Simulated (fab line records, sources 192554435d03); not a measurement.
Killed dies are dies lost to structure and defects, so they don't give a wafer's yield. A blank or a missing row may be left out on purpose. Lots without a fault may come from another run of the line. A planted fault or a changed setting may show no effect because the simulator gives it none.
Chamber matching | flow n5_finfet | N5_BEOL_M3_ALD_84 on ald_metal-04: 4 sister chambers
The step deposits TaN, pulse time 2 s, purge time 3 s, co reactant purge time 2 s. 18 wafers are shown with their chamber, then 9 later ones without.

WAFERS WITH THEIR CHAMBER
wafer  | chamber | heater_power_w (W)
L074.3 | 1       | 450
L074.5 | 1       | 453
L074.6 | 0       | 405
L077.1 | 0       | 406
L077.4 | 3       | 508
L077.6 | 1       | 444
L083.2 | 3       | 492
L083.4 | 0       | 396
L083.6 | 3       | 498
L082.3 | 1       | 454
L082.4 | 2       | 485
L082.6 | 3       | 502
L084.2 | 1       | 449
L084.3 | 3       | 478
L084.4 | 2       | 481
L086.2 | 3       | 495
L086.3 | 2       | 500
L086.5 | 0       | 407

SIGNATURES (means of the wafers above)
reading        | chamber 0 | chamber 1 | chamber 2 | chamber 3 | scatter within a chamber
heater_power_w | 403.50    | 450.00    | 488.67    | 495.50    | 7.85
Rule: a wafer's distance from a chamber is the root of the sum, over the readings, of the square of ((its reading less the chamber's mean) divided by the reading's scatter). The wafer belongs to the nearest chamber; if the next one is less than 2 further off, it can't be placed. The scatter: the root of (the sum of the squares of (reading less its chamber's mean) over the shown wafers, divided by (wafers less chambers)).

WAFERS WITHOUT THEIR CHAMBER
wafer  | heater_power_w (W)
L085.1 | 505
L085.2 | 489
L085.5 | 405
L093.1 | 439
L093.4 | 451
L093.6 | 488
L092.1 | 501
L092.3 | 442
L092.4 | 478

WHICH CHAMBER EACH WENT THROUGH
wafer  | from the rows above     | in truth
L085.1 | can't be placed: 3 or 2 | 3
L085.2 | can't be placed: 2 or 3 | 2
L085.5 | 0                       | 0
L093.1 | 1                       | 1
L093.4 | 1                       | 1
L093.6 | can't be placed: 2 or 3 | 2
L092.1 | can't be placed: 3 or 2 | 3
L092.3 | 1                       | 1
L092.4 | can't be placed: 2 or 3 | 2
Placed correctly: 4 of 9. Can't be placed from these rows: 5 (the true chamber is among the candidates in 5). Placed wrongly: 0.
